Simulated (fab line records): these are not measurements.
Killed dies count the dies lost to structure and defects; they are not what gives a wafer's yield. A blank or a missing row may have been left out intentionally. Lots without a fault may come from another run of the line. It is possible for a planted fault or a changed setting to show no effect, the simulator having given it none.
Split-lot study :: flow n5Finfet :: 21 wafers read from 7 lots, route of 1938 steps

== ON THE SPLIT ==
At N5_SDB_EXPOSE_08 (exposes mask SDB), the setting doseMj was moved away from the recipe's 49.6 on 7 of the 21 wafers read, by +3.6% to +5.1%. This setting was run at the recipe's value on the other wafers.

== FROM THE SPLIT TO THE READING: what the file shows between them, 2 steps ==
- N5_SDB_PEB_09: peb time 60 s
- N5_SDB_DEVELOP_10: develop time 30 s

== THE READING ==
At N5_SDB_CD_MEAS_11: cdNm in nanometres, against a target cd of 50 nm. On this fab line, fault-free wafers typically give 50.6 nm with a standard deviation of 1.3 nm.

wafer: L074.1
tool, chamber at the split: arfiScanner-01, 0
doseMj as run: 49.6
against the recipe: recipe
cdNm, nm: 52.5
against lot-mates on the recipe: -

wafer: L074.2
tool, chamber at the split: arfiScanner-01, 0
doseMj as run: 49.6
against the recipe: recipe
cdNm, nm: 52.3
against lot-mates on the recipe: -

wafer: L074.3
tool, chamber at the split: arfiScanner-01, 0
doseMj as run: 49.6
against the recipe: recipe
cdNm, nm: 52.7
against lot-mates on the recipe: -

wafer: L081.1
tool, chamber at the split: arfiScanner-01, 0
doseMj as run: 51.75
against the recipe: +4.3%
cdNm, nm: 56.2
against lot-mates on the recipe: +5.6

wafer: L081.3
tool, chamber at the split: arfiScanner-01, 0
doseMj as run: 51.75
against the recipe: +4.3%
cdNm, nm: 55.0
against lot-mates on the recipe: +4.4

wafer: L081.4
tool, chamber at the split: arfiScanner-01, 0
doseMj as run: 49.6
against the recipe: recipe
cdNm, nm: 50.6
against lot-mates on the recipe: -

wafer: L086.3
tool, chamber at the split: arfiScanner-03, 0
doseMj as run: 52.14
against the recipe: +5.1%
cdNm, nm: 55.7
against lot-mates on the recipe: +5.8

wafer: L086.4
tool, chamber at the split: arfiScanner-03, 0
doseMj as run: 49.6
against the recipe: recipe
cdNm, nm: 49.6
against lot-mates on the recipe: -

wafer: L086.5
tool, chamber at the split: arfiScanner-03, 0
doseMj as run: 49.6
against the recipe: recipe
cdNm, nm: 50.2
against lot-mates on the recipe: -

wafer: L090.1
tool, chamber at the split: arfiScanner-01, 0
doseMj as run: 49.6
against the recipe: recipe
cdNm, nm: 48.1
against lot-mates on the recipe: -

wafer: L090.3
tool, chamber at the split: arfiScanner-01, 0
doseMj as run: 49.6
against the recipe: recipe
cdNm, nm: 50.0
against lot-mates on the recipe: -

wafer: L090.4
tool, chamber at the split: arfiScanner-01, 0
doseMj as run: 49.6
against the recipe: recipe
cdNm, nm: 49.9
against lot-mates on the recipe: -

wafer: L092.3
tool, chamber at the split: arfiScanner-03, 0
doseMj as run: 49.6
against the recipe: recipe
cdNm, nm: 51.2
against lot-mates on the recipe: -

wafer: L092.5
tool, chamber at the split: arfiScanner-03, 0
doseMj as run: 51.37
against the recipe: +3.6%
cdNm, nm: 54.8
against lot-mates on the recipe: +4.8

wafer: L092.6
tool, chamber at the split: arfiScanner-03, 0
doseMj as run: 49.6
against the recipe: recipe
cdNm, nm: 48.9
against lot-mates on the recipe: -

wafer: L095.3
tool, chamber at the split: arfiScanner-03, 0
doseMj as run: 49.6
against the recipe: recipe
cdNm, nm: 49.9
against lot-mates on the recipe: -

wafer: L095.4
tool, chamber at the split: arfiScanner-03, 0
doseMj as run: 49.6
against the recipe: recipe
cdNm, nm: 51.8
against lot-mates on the recipe: -

wafer: L095.6
tool, chamber at the split: arfiScanner-03, 0
doseMj as run: 49.6
against the recipe: recipe
cdNm, nm: 51.9
against lot-mates on the recipe: -

wafer: L096.1
tool, chamber at the split: arfiScanner-01, 0
doseMj as run: 52.08
against the recipe: +5.0%
cdNm, nm: 57.4
against lot-mates on the recipe: no lot-mate on the recipe

wafer: L096.3
tool, chamber at the split: arfiScanner-01, 0
doseMj as run: 52.08
against the recipe: +5.0%
cdNm, nm: 55.5
against lot-mates on the recipe: no lot-mate on the recipe

wafer: L096.4
tool, chamber at the split: arfiScanner-01, 0
doseMj as run: 52.08
against the recipe: +5.0%
cdNm, nm: 56.7
against lot-mates on the recipe: no lot-mate on the recipe

THE FIT
A straight line over all 21 wafers: cdNm changes by +1.13 nm for each +1% of doseMj; r = +0.90; the points scatter about the line by 1.2 nm.
The same after taking each lot's own level away (the mean of its wafers on the recipe; 18 wafers): +1.17 nm for each +1%; r = +0.95; scatter 0.74 nm.
That fit puts the effect of the largest move of doseMj on the reading at 6 nm.
Across the lots, their own levels run from 49.33 to 52.50 nm, a range of 2.4 times the standard deviation given above.
So the lot-to-lot level changes the slope little: the two slopes agree.
Check: for one of the wafers moved furthest among these (+5.1%), held out of the fit, the line's prediction against its lot-mates is +6.14 nm. Against them it came out at +5.8 nm.

== OTHER SPLITS APPLIED TO THESE WAFERS ==
These wafers also went through other splits before the reading. Each is held against what the fit with the lots' levels taken away leaves over:
other split on the same wafers: N5_SD_EPI_N_EXPOSE_06 doseMj
wafers away from the commonest value: 6
r with cdNm (lot level and that fit taken away): -0.02

other split on the same wafers: N5_SD_EPI_N_ETCH_45 targetDepthA
wafers away from the commonest value: 5
r with cdNm (lot level and that fit taken away): +0.34

other split on the same wafers: N5_SDB_HM_DEP_00 timeS
wafers away from the commonest value: 5
r with cdNm (lot level and that fit taken away): +0.27

== THE FILE'S OWN FIT ==
cdNm changes by +1.18 nm for each +1% of doseMj, r = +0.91.
